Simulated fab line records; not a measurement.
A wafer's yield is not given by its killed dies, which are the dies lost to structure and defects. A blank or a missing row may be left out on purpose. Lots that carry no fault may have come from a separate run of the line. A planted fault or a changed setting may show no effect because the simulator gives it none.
Which tool did it? | flow n5-finfet | 24 lots, 72 wafers sampled, at 6 steps of a route of 1938

## WHAT EACH GAUGE READ, for each wafer
N5_BEOL_M6_CD_MEAS_35: target cd 40 nm, target cd y 28 nm. Usual: cd-nm at 39.7 nm, with a standard deviation of 0.62.
lot  | measured     | on        | cd-nm (nm)     | flag
L074 | day 8 20:50  | cd-sem-01 | 38.9 39.4 38.8 |
L076 | day 8 22:52  | cd-sem-03 | 39.4 39.9 39.2 |
L075 | day 9 15:59  | cd-sem-02 | 40.3 39.3 40.7 |
L077 | day 9 16:53  | cd-sem-01 | 40.3 39.2 40.0 |
L079 | day 9 20:44  | cd-sem-03 | 39.3 39.8 40.5 |
L078 | day 9 22:52  | cd-sem-03 | 39.2 39.1 40.2 |
L080 | day 10 19:08 | cd-sem-01 | 40.6 40.0 40.0 |
L082 | day 10 21:14 | cd-sem-03 | 40.0 40.3 39.5 |
L083 | day 11 00:24 | cd-sem-02 | 38.2 40.7 40.7 |
L085 | day 11 00:52 | cd-sem-03 | 39.4 40.2 39.6 |
L081 | day 11 03:47 | cd-sem-01 | 40.3 39.1 39.4 |
L084 | day 11 20:38 | cd-sem-02 | 39.7 40.3 40.5 |
L089 | day 12 18:59 | cd-sem-03 | 39.7 39.0 39.5 |
L086 | day 12 19:17 | cd-sem-01 | 39.9 40.8 39.7 |
L088 | day 12 22:28 | cd-sem-01 | 39.9 40.7 40.0 |
L087 | day 12 22:52 | cd-sem-03 | 39.1 39.0 38.1 |
L090 | day 13 02:52 | cd-sem-01 | 40.5 40.1 40.4 |
L091 | day 13 02:55 | cd-sem-03 | 39.4 38.3 38.4 |
L094 | day 14 01:23 | cd-sem-02 | 38.7 39.7 39.3 |
L092 | day 14 01:47 | cd-sem-02 | 39.7 40.0 39.9 |
L093 | day 14 01:52 | cd-sem-01 | 40.2 39.4 40.5 |
L095 | day 14 08:49 | cd-sem-01 | 39.2 39.7 40.4 |
L096 | day 15 03:53 | cd-sem-03 | 39.4 40.3 39.5 |
L097 | day 15 11:16 | cd-sem-02 | 40.1 39.6 39.2 |

N5_BEOL_M6_INSPECT_58: inspects for defects (darkfield). Usual: raw-defect-count at 69, with a standard deviation of 26.
lot  | measured     | on                | raw-defect-count | flag
L074 | day 8 23:59  | defect-inspect-02 | 40 54 68         |
L076 | day 9 02:25  | defect-inspect-01 | 63 56 58         |
L075 | day 9 18:41  | defect-inspect-02 | 60 81 33         |
L077 | day 9 19:20  | defect-inspect-01 | 115 143 92       |
L079 | day 9 23:32  | defect-inspect-01 | 38 45 48         |
L078 | day 10 01:05 | defect-inspect-02 | 91 73 83         |
L080 | day 10 21:26 | defect-inspect-02 | 78 27 49         |
L082 | day 11 01:07 | defect-inspect-02 | 90 60 66         |
L083 | day 11 02:31 | defect-inspect-02 | 55 54 91         |
L085 | day 11 04:32 | defect-inspect-02 | 59 74 55         |
L081 | day 11 05:59 | defect-inspect-02 | 65 117 50        |
L084 | day 11 23:25 | defect-inspect-02 | 48 54 44         |
L089 | day 12 23:14 | defect-inspect-02 | 72 91 90         |
L086 | day 12 23:25 | defect-inspect-01 | 56 51 63         |
L088 | day 13 01:01 | defect-inspect-02 | 73 78 120        |
L087 | day 13 01:11 | defect-inspect-02 | 53 65 44         |
L090 | day 13 06:13 | defect-inspect-02 | 105 120 83       |
L091 | day 13 06:29 | defect-inspect-02 | 66 43 54         |
L094 | day 14 03:43 | defect-inspect-02 | 48 54 37         |
L092 | day 14 04:01 | defect-inspect-02 | 60 34 93         |
L093 | day 14 06:01 | defect-inspect-01 | 91 49 113        |
L095 | day 14 11:34 | defect-inspect-01 | 129 98 67        |
L096 | day 15 06:13 | defect-inspect-02 | 47 67 44         |
L097 | day 15 15:16 | defect-inspect-02 | 110 84 138       |

N5_BEOL_M7_CD_MEAS_28 targets a cd of 40 nm. Usual: cd-nm at 39.99 nm, with a standard deviation of 0.26.
lot  | measured     | on        | cd-nm (nm)        | flag
L074 | day 9 03:49  | cd-sem-02 | 40.52 40.22 40.26 |
L076 | day 9 08:55  | cd-sem-01 | 39.83 40.12 40.03 |
L075 | day 9 21:41  | cd-sem-02 | 40.06 39.87 40.17 |
L077 | day 9 22:13  | cd-sem-01 | 40.13 39.75 39.54 |
L079 | day 10 04:02 | cd-sem-01 | 39.94 39.82 39.58 |
L078 | day 10 04:13 | cd-sem-03 | 39.73 40.23 39.61 |
L080 | day 11 01:39 | cd-sem-02 | 40.39 40.48 40.12 |
L082 | day 11 05:05 | cd-sem-01 | 39.88 39.81 39.95 |
L083 | day 11 06:28 | cd-sem-02 | 40.16 40.18 40.00 |
L085 | day 11 11:17 | cd-sem-02 | 39.97 39.65 39.72 |
L081 | day 11 12:59 | cd-sem-03 | 40.19 40.35 40.16 |
L084 | day 12 05:41 | cd-sem-01 | 39.79 40.00 39.91 |
L089 | day 13 01:55 | cd-sem-01 | 39.76 40.44 40.33 |
L086 | day 13 01:45 | cd-sem-02 | 40.02 39.60 39.94 |
L088 | day 13 04:07 | cd-sem-03 | 40.50 40.23 40.23 |
L087 | day 13 04:21 | cd-sem-01 | 39.99 40.00 39.79 |
L090 | day 13 10:34 | cd-sem-03 | 40.10 39.29 39.79 |
L091 | day 13 12:28 | cd-sem-03 | 39.39 39.88 39.98 |
L094 | day 14 07:32 | cd-sem-03 | 39.60 40.13 39.76 |
L092 | day 14 07:41 | cd-sem-03 | 40.19 39.62 39.88 |
L093 | day 14 09:35 | cd-sem-01 | 39.68 40.51 40.13 |
L095 | day 14 15:55 | cd-sem-03 | 40.02 39.84 40.25 |
L096 | day 15 10:19 | cd-sem-03 | 39.89 39.89 39.94 |
L097 | day 15 20:11 | cd-sem-03 | 39.91 40.19 39.93 |

## WHAT TOOL EACH LOT RAN ON (gives the tool, then ch and the chambers of the sampled wafers, and finally the start)
lot  | N5_BEOL_M6_ALD_77                   | N5_BEOL_M7_PECVD_70             | N5_BEOL_M7_DESCUM_16
L074 | ald-metal-03 ch 1,3, day 8 22:07    | pecvd-02 ch 0,2, day 9 00:38    | rie-diel-05 ch 0,2,3, day 9 02:34
L076 | ald-metal-04 ch 0,1,3, day 8 23:34  | pecvd-03 ch 0,2, day 9 03:04    | rie-diel-06 ch 1,3, day 9 05:41
L075 | ald-metal-03 ch 0,2, day 9 16:31    | pecvd-04 ch 0,1, day 9 19:22    | rie-diel-01 ch 0,2,3, day 9 20:46
L077 | ald-metal-04 ch 0,2,3, day 9 17:26  | pecvd-02 ch 0,1,2, day 9 20:08  | rie-diel-01 ch 2,3, day 9 21:17
L079 | ald-metal-04 ch 0,1,3, day 9 21:13  | pecvd-04 ch 0,1, day 10 00:13   | rie-diel-01 ch 1,2,3, day 10 01:01
L078 | ald-metal-03 ch 0,2,3, day 9 23:32  | pecvd-03 ch 1,2, day 10 01:44   | rie-diel-01 ch 0,1,2, day 10 02:29
L080 | ald-metal-01 ch 0,1,3, day 10 19:55 | pecvd-03 ch 0,1,2, day 10 22:37 | rie-diel-05 ch 0,1,3, day 11 00:53
L082 | ald-metal-04 ch 0,2,3, day 10 21:56 | pecvd-04 ch 0,1,2, day 11 01:46 | rie-diel-05 ch 1,2,3, day 11 04:17
L083 | ald-metal-03 ch 1,3, day 11 01:00   | pecvd-03 ch 0,1,2, day 11 03:15 | rie-diel-06 ch 0,1,3, day 11 04:44
L085 | ald-metal-03 ch 0,1, day 11 01:31   | pecvd-04 ch 0,2, day 11 05:13   | rie-diel-06 ch 1,3, day 11 07:43
L081 | ald-metal-01 ch 0,2,3, day 11 04:18 | pecvd-03 ch 0,1,2, day 11 06:46 | rie-diel-05 ch 1,2,3, day 11 08:30
L084 | ald-metal-03 ch 0,3, day 11 21:39   | pecvd-04 ch 0,1,2, day 12 00:05 | rie-diel-06 ch 0,2,3, day 12 02:49
L089 | ald-metal-03 ch 0,1,2, day 12 19:35 | pecvd-03 ch 0,1, day 12 23:53   | rie-diel-01 ch 0,2,3, day 13 00:48
L086 | ald-metal-04 ch 1,2,3, day 12 20:07 | pecvd-04 ch 0,1, day 13 00:04   | rie-diel-05 ch 0,1,2, day 13 00:58
L088 | ald-metal-04 ch 1,2, day 12 23:18   | pecvd-02 ch 0,1, day 13 01:40   | rie-diel-06 ch 0,1,3, day 13 03:06
L087 | ald-metal-04 ch 0,1,2, day 12 23:34 | pecvd-02 ch 0,1, day 13 01:51   | rie-diel-01 ch 0,3, day 13 03:16
L090 | ald-metal-01 ch 1,3, day 13 04:25   | pecvd-02 ch 0,1, day 13 06:52   | rie-diel-05 ch 1,3, day 13 09:05
L091 | ald-metal-04 ch 0,1,2, day 13 04:26 | pecvd-03 ch 0,1, day 13 07:08   | rie-diel-05 ch 0,1,3, day 13 09:20
L094 | ald-metal-04 ch 1,2,3, day 14 02:14 | pecvd-04 ch 0,1, day 14 04:23   | rie-diel-01 ch 1,2, day 14 05:33
L092 | ald-metal-03 ch 0,1,3, day 14 02:19 | pecvd-02 ch 0,1, day 14 05:08   | rie-diel-01 ch 0,2,3, day 14 06:14
L093 | ald-metal-01 ch 0,2,3, day 14 02:55 | pecvd-04 ch 0,1, day 14 06:40   | rie-diel-01 ch 1,2,3, day 14 08:35
L095 | ald-metal-04 ch 0,1,2, day 14 10:02 | pecvd-04 ch 0,1,2, day 14 12:41 | rie-diel-06 ch 1,2,3, day 14 14:05
L096 | ald-metal-01 ch 0,1,2, day 15 04:25 | pecvd-03 ch 1,2, day 15 06:52   | rie-diel-01 ch 0,3, day 15 08:16
L097 | ald-metal-01 ch 1,2, day 15 12:40   | pecvd-03 ch 1,2, day 15 15:55   | rie-diel-01 ch 2,3, day 15 19:10
- N5_BEOL_M6_ALD_77: deposits TaN, target thk 2 nm, pulse time 2 s, purge time 3 s.
- N5_BEOL_M7_PECVD_70: deposits SiO2 from TEOS/O2, target thk 20 nm, time 22.7 s.
- N5_BEOL_M7_DESCUM_16: chemistry O2, time 7.9 s.

## WHAT THE TOOLS THEMSELVES READ (means of the sampled wafers that have a number; where no wafer has one, the mark that the record gives instead)
N5_BEOL_M6_ALD_77. Usual: heater-power-w at 449 W, with a standard deviation of 40.
lot  | tool         | heater-power-w (W) | flag
L074 | ald-metal-03 | 508                |
L076 | ald-metal-04 | 437                |
L075 | ald-metal-03 | 415                |
L077 | ald-metal-04 | 436                |
L079 | ald-metal-04 | 440                |
L078 | ald-metal-03 | 416                |
L080 | ald-metal-01 | 448                |
L082 | ald-metal-04 | 434                |
L083 | ald-metal-03 | 460                |
L085 | ald-metal-03 | 495                |
L081 | ald-metal-01 | 470                |
L084 | ald-metal-03 | 418                |
L089 | ald-metal-03 | 461                |
L086 | ald-metal-04 | 457                |
L088 | ald-metal-04 | 450                |
L087 | ald-metal-04 | 437                |
L090 | ald-metal-01 | 428                |
L091 | ald-metal-04 | 433                |
L094 | ald-metal-04 | 457                |
L092 | ald-metal-03 | 460                |
L093 | ald-metal-01 | 469                |
L095 | ald-metal-04 | 434                |
L096 | ald-metal-01 | 458                |
L097 | ald-metal-01 | 439                |

N5_BEOL_M7_PECVD_70. Usual: heater-power-w 755 W, standard deviation 110; showerhead-plenum-p-Torr 8.79 Torr, standard deviation 0.068; throttle-valve-pct 22.6 %, standard deviation 1.7.
lot  | tool     | heater-power-w (W) | showerhead-plenum-p-Torr (Torr) | throttle-valve-pct (%) | flag
L074 | pecvd-02 | 902                | 8.80                            | 23.7                   |
L076 | pecvd-03 | 797                | 8.80                            | 21.5                   |
L075 | pecvd-04 | 707                | 8.85                            | 22.4                   |
L077 | pecvd-02 | 870                | 8.78                            | 23.6                   |
L079 | pecvd-04 | 732                | 8.87                            | 22.5                   |
L078 | pecvd-03 | 783                | 8.80                            | 21.4                   |
L080 | pecvd-03 | 741                | 8.76                            | 21.5                   |
L082 | pecvd-04 | 711                | 8.78                            | 22.4                   |
L083 | pecvd-03 | 746                | 8.75                            | 21.4                   |
L085 | pecvd-04 | 560                | 8.72                            | 21.0                   |
L081 | pecvd-03 | 750                | 8.76                            | 21.7                   |
L084 | pecvd-04 | 655                | 8.80                            | 22.4                   |
L089 | pecvd-03 | 665                | 8.73                            | 22.0                   |
L086 | pecvd-04 | 733                | 8.86                            | 22.5                   |
L088 | pecvd-02 | 820                | 8.73                            | 23.6                   |
L087 | pecvd-02 | 842                | 8.78                            | 23.6                   |
L090 | pecvd-02 | 788                | 8.77                            | 23.5                   |
L091 | pecvd-03 | 687                | 8.72                            | 21.7                   |
L094 | pecvd-04 | 739                | 8.86                            | 24.0                   |
L092 | pecvd-02 | 733                | 8.78                            | 23.3                   |
L093 | pecvd-04 | 691                | 8.85                            | 22.7                   |
L095 | pecvd-04 | 671                | 8.79                            | 22.5                   |
L096 | pecvd-03 | 825                | 8.79                            | 21.3                   |
L097 | pecvd-03 | 771                | 8.75                            | 21.3                   |

N5_BEOL_M7_DESCUM_16. Usual: chamber-pressure-mTorr 20.003 mTorr, standard deviation 0.02; drypump-motor-current-A 5.8 A, standard deviation 0.48; oes-product-au 0.81 a.u., standard deviation 0.1; rf-vpp-V 243.2 V, standard deviation 1.5; showerhead-plenum-p-Torr 2.09 Torr, standard deviation 0.075; throttle-valve-pct 20.41 %, standard deviation 0.26.
lot  | tool        | chamber-pressure-mTorr (mTorr) | drypump-motor-current-A (A) | oes-product-au (a.u.) | rf-vpp-V (V) | showerhead-plenum-p-Torr (Torr) | throttle-valve-pct (%) | flag
L074 | rie-diel-05 | 19.981                         | 5.6                         | 0.81                  | 243.0        | 2.11                            | 20.59                  |
L076 | rie-diel-06 | 20.017                         | 6.1                         | 0.80                  | 244.3        | 2.14                            | 20.66                  |
L075 | rie-diel-01 | 20.013                         | 6.2                         | 0.80                  | 242.0        | 2.04                            | 20.29                  |
L077 | rie-diel-01 | 20.006                         | 6.0                         | 0.81                  | 242.5        | 2.03                            | 20.25                  |
L079 | rie-diel-01 | 20.001                         | 5.6                         | 0.79                  | 243.2        | 2.07                            | 20.34                  |
L078 | rie-diel-01 | 19.996                         | 5.9                         | 0.71                  | 243.3        | 2.07                            | 20.31                  |
L080 | rie-diel-05 | 19.991                         | 5.8                         | 0.80                  | 243.3        | 2.10                            | 20.35                  |
L082 | rie-diel-05 | 20.005                         | 5.8                         | 0.86                  | 243.9        | 2.15                            | 20.38                  |
L083 | rie-diel-06 | 20.010                         | 5.8                         | 0.86                  | 244.0        | 2.15                            | 20.51                  |
L085 | rie-diel-06 | 20.028                         | 6.0                         | 0.82                  | 242.7        | 2.09                            | 20.55                  |
L081 | rie-diel-05 | 20.028                         | 5.8                         | 0.85                  | 244.8        | 2.15                            | 20.40                  |
L084 | rie-diel-06 | 20.001                         | 5.7                         | 0.93                  | 244.6        | 2.16                            | 20.46                  |
L089 | rie-diel-01 | 19.991                         | 6.2                         | 0.78                  | 242.4        | 2.03                            | 20.32                  |
L086 | rie-diel-05 | 20.015                         | 5.7                         | 0.83                  | 241.9        | 2.08                            | 20.31                  |
L088 | rie-diel-06 | 20.022                         | 5.9                         | 0.83                  | 243.2        | 2.15                            | 20.54                  |
L087 | rie-diel-01 | 19.993                         | 6.4                         | 0.77                  | 242.8        | 2.04                            | 20.36                  |
L090 | rie-diel-05 | 19.995                         | 6.0                         | 0.79                  | 244.1        | 2.15                            | 20.47                  |
L091 | rie-diel-05 | 20.014                         | 5.8                         | 0.79                  | 243.4        | 2.09                            | 20.38                  |
L094 | rie-diel-01 | 20.004                         | 5.6                         | 0.70                  | 242.4        | 2.04                            | 20.31                  |
L092 | rie-diel-01 | 19.998                         | 6.2                         | 0.76                  | 241.4        | 2.03                            | 20.33                  |
L093 | rie-diel-01 | 20.012                         | 5.6                         | 0.75                  | 242.8        | 2.06                            | 20.39                  |
L095 | rie-diel-06 | 20.002                         | 5.9                         | 0.83                  | 243.2        | 2.14                            | 20.66                  |
L096 | rie-diel-01 | 19.996                         | 6.2                         | 0.91                  | 241.8        | 2.05                            | 20.30                  |
L097 | rie-diel-01 | 19.997                         | 5.9                         | 0.80                  | 241.9        | 2.02                            | 20.40                  |

## THE ANSWER, worked out from the rows above alone
Rule: take the mean of a lot's wafers that have a number; if it is more than 3 standard deviations from the usual mean, the lot is off. A lot without any number at a reading at which 4 lots or more have one is off too. The other lots that the step has rows for count as sound. The gauges are gone through in route order, then the tools' own readings, and for those a lot's mean is taken as printed above. The first step at which some lot is off is used, and at that step the reading that is off furthest; a lot without a number counts as furthest.
Nothing can be told from this: no lot is off at any reading shown.

## WHAT HAD BEEN PUT IN BY THE SIMULATOR
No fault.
